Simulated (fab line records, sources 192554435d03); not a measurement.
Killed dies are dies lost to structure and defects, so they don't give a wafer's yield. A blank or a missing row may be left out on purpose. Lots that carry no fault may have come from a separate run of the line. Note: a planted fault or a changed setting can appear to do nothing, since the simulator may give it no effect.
A struck lot beside a sound one | flow n5 finfet | 37 out of 1938 route steps
Sound: the wafers L628.3, L628.5, L628.6. Struck: wafer L635.1; the same lot's L635.6 was not struck, so it is left out; see the end for the cause.
For every step that has rows: the tool of each side, followed by ch and its chambers, followed by its first start. Under that, the readings that differ: sound wafers | struck wafers | difference of the means | sigmas: that difference in standard deviations of wafers without a fault.
alike: readings with means less than 2 such deviations apart, plus words and numbers identical on both sides. not compared: withheld readings, readings lacking a value on some wafer, bounds such as >300 that could conceal the same value, and numbers that have no deviation in the record and whose values overlap.
A row with sigmas, a row that says differs or no value, or rows on one side alone: a step with any of these is where the two part. When numbers do not overlap yet have no deviation, they are printed without sigmas and do not part them. Lack of a reading on every wafer of one side parts them only where that side has two or more wafers.

first, 9 steps without rows for these wafers: N5_BEOL_M4_ANNEAL_95 (time 240 s); N5_BEOL_M4_SPUTTER_96 (material Cu, target thk 4.5 nm, time 8.29 s); N5_BEOL_M4_ECD_50 (material Cu, target thk 300 nm); N5_BEOL_M4_ANNEAL_51 (time 90 s); N5_BEOL_M4_CMP_52 (polishes, stops on SiOC, t overpolish 6.8 s, target thk 40 nm); N5_BEOL_M4_PRE_CLEAN_60 (time 15 s); N5_BEOL_M4_CO_CAP_55 (material Co, precursor CCTBA/H2, target thk 2 nm, time 102.1 s); N5_BEOL_M4_PRE_CLEAN_56 (time 15 s); N5_BEOL_M4_DEP_57 (deposits SiCN from 3MS/NH3, target thk 8 nm, time 14 s).
N5_BEOL_M4_RC_MEAS_101:
  sound on prober-02 ch 0, day 11 22:11; struck on prober-01 ch 0, day 13 09:58
  reading       | sound          | struck | difference | sigmas
  SS_N (mV/dec) | 71.9 72.1 72.2 | 70.6   | -1.5       | -2
  alike: DIBL_N, DIBL_P, IOFF_N, IOFF_P, ION_N, ION_P, SS_P, VT_N, VT_P
then, 3 steps without rows for these wafers: N5_BEOL_M5_ILD_DEP_00 (deposits SiCOH lowk from DEMS/porogen, target thk 140.64 nm, time 25.9 s); N5_BEOL_M5_CURE_79 (cures SiCOH lowk, time 240 s); N5_BEOL_M5_PECVD_70 (deposits SiO2 from TEOS/O2, target thk 16 nm, time 18 s).
N5_BEOL_M5_HM_DEP_02: deposits TiN, target thk 20 nm.
  sound on pvd sputter-02 at day 12 01:01; struck on pvd sputter-02 at day 13 11:52
  reading                                    | sound        | struck | difference | sigmas
  model.TiN_of_BEOL_M5_HM_DEP_02.thk nm (nm) | 19.8 19.8 20 | 27.4   | +7.5       |
  alike: throttle valve pct
then, 16 steps without rows for these wafers: N5_BEOL_M5_COAT_59 (time 60 s, resist thk 60 nm); N5_BEOL_M5_COAT_60 (time 60 s, resist thk 12 nm); N5_BEOL_M5_COAT_71 (time 60 s, resist thk 5 nm); N5_BEOL_M5_COAT_05 (resist thk 30 nm); N5_BEOL_M5_EBR_07; N5_BEOL_M5_SOFTBAKE_06 (time 60 s); N5_BEOL_M5_EXPOSE_08 (exposes mask M5, target cd 28 nm); N5_BEOL_M5_PEB_09 (peb time 60 s); N5_BEOL_M5_DEVELOP_10 (develop time 30 s); N5_BEOL_M5_DESCUM_16 (chemistry O2, time 7 s); N5_BEOL_M5_ETCH_72 (etches underlayer in N2/H2, target depth 6.5 nm, time 5.2 s); N5_BEOL_M5_ETCH_61 (etches SiARC in CF4, target depth 15.6 nm, time 26 s); N5_BEOL_M5_ETCH_62 (etches SOC in N2/H2, target depth 75 nm, overetch 15 nm, time 112.5 s); N5_BEOL_M5_STRIP_63 (strips in N2/H2); N5_BEOL_M5_STRIP_73 (strips in N2/H2); N5_BEOL_M5_STRIP_64 (strips in CF4).
N5_BEOL_M5_HM_OPEN_17: chemistry Cl2/BCl3, target TiN, target depth 20 nm, overetch 6 nm.
  sound on rie metal-01 ch 0,1, day 12 01:48; struck on rie metal-01 ch 1, day 13 12:46
  reading                  | sound             | struck | difference                   | sigmas
  oes product au (a.u.)    | 0.66 0.62 0.66    | 0.77   | +0.12                        | +3
  rf hours counter h (h)   | - - -             | 42     | no value on the sound wafers |
  model.etch.depth nm (nm) | 19.86 19.84 20.01 | 26.12  | +6.22                        |
  alike: drypump motor current A, rf fwd power W, throttle valve pct
then, 3 steps without rows for these wafers: N5_BEOL_M5_STRIP_19 (strips in O2); N5_BEOL_M5_COAT_65 (time 60 s, resist thk 60 nm); N5_BEOL_M5_COAT_66 (time 60 s, resist thk 12 nm).
N5_BEOL_M5_TRENCH_ETCH_37: etches SiCOH lowk in C4F6/O2, target depth 71.652 nm, time 24.7 s.
  sound: rie diel-05 ch 0,1; struck: rie diel-05 ch 1
  reading                                    | sound          | struck | difference | sigmas
  model.TiN_of_BEOL_M5_HM_DEP_02.thk nm (nm) | 17.8 17.6 17.8 | 25.4   | +7.7       |
  model.BEOL_M5.cd nm (nm)                   | 28.6 28 28.2   | 27.8   | -0.5       |
  alike: drypump motor current A, oes_f_703_au, oes product au, rf fwd power W, rf vpp V, showerhead plenum p Torr, throttle valve pct
  not compared: rf hours counter h
N5_BEOL_M5_OCD_MEAS_38:
  sound on ocd-01 at day 12 05:41; struck on ocd-02 at day 13 14:06
  reading              | sound          | struck | difference | sigmas
  trench depth nm (nm) | 72.7 72.4 73.2 | 62.3   | -10.5      | -7
-- a jump in the record: the struck wafers' starts before and after are 4 days apart (it breaks off in module BEOL_M5 and resumes in module PASSIVATION, where the first step shown is number 1936 of the route) --
N5_PASSIVATION_PROBE_49:
  sound on prober-01 at day 16 15:49; struck on prober-02 at day 18 00:50
  reading                  | sound          | struck | difference | sigmas
  defect limited yield (%) | 91.4 90.1 91.4 | 69.3   | -21.7      | -14
  killed_at_M4_up          | 18 19 22       | 270    | +250       | +45
  killed dies              | 101 117 101    | 362    | +256       | +15
  killed on rim            | 15 17 13       | 44     | +29        | +7
  sort_bin_5_function (%)  | 4.2 6.4 4.6    | 26.9   | +21.8      | +23
  sort n pass              | 1079 1063 1079 | 818    | -256       | -14
  sort yield pct (%)       | 91.4 90.1 91.4 | 69.3   | -21.7      | -14
  alike: killed_at_M0_to_M3, killed at contacts, killed at front end, killed at other, killed open, killed short, sort_bin_6_memory, sort_bin_8_speed

== WHERE THEY PART ==
First at N5_BEOL_M4_RC_MEAS_101; last, within this record, at N5_PASSIVATION_PROBE_49.

WHY: what the simulator had put in
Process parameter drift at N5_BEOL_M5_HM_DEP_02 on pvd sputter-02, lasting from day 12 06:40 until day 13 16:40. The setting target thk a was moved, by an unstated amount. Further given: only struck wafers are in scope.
